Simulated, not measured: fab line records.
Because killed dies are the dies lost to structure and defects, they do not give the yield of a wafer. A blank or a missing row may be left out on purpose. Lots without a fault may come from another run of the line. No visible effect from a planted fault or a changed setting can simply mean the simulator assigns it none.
Matching of chambers	flow n5-finfet	N5_MOL_CONTACT_COAG_ALD_123 on ald-sin-01 has 4 sister chambers
The step deposits SiNx, target thk 5 nm, pulse time 1 s, purge time 2 s. 8 wafers are shown with their chamber, then 11 later ones without.

WAFERS, EACH WITH ITS CHAMBER
wafer	chamber	heater-power-w (W)	heater-power-outer-w (W)
L078.6	0	938	573
L086.2	2	666	426
L086.3	3	742	476
L086.6	3	736	464
L088.1	1	875	534
L088.2	0	919	590
L088.3	2	658	430
L090.2	1	891	517

WAFERS WITHOUT THEIR CHAMBER
wafer	heater-power-w (W)	heater-power-outer-w (W)
L090.3	935	576
L090.6	967	582
L091.2	659	433
L091.3	965	584
L091.6	664	419
L094.1	669	431
L094.5	889	536
L094.6	669	423
L095.1	664	426
L095.3	745	476
L095.4	728	465

WHICH CHAMBER EACH ONE RAN IN
wafer	from the rows above	in truth
L090.3	0	0
L090.6	0	0
L091.2	2	2
L091.3	0	0
L091.6	2	2
L094.1	2	2
L094.5	1	1
L094.6	2	2
L095.1	2	2
L095.3	3	3
L095.4	3	3
Placed correctly: 11 of 11. Number that these rows cannot place: 0. 0 placed wrongly.
How it was worked out, from the rows above alone: a wafer's distance from a chamber is the root of the sum, over the readings, of the square of ((its reading less the chamber's mean) divided by the reading's scatter). If the next closest chamber is less than 2 further off than the closest, the wafer can't be placed; otherwise it belongs to the closest. A chamber's mean is the mean of its shown wafers. The scatter is the square root of a quotient: the sum, over the shown wafers, of each reading's squared deviation from its chamber's mean, divided by wafers minus chambers.
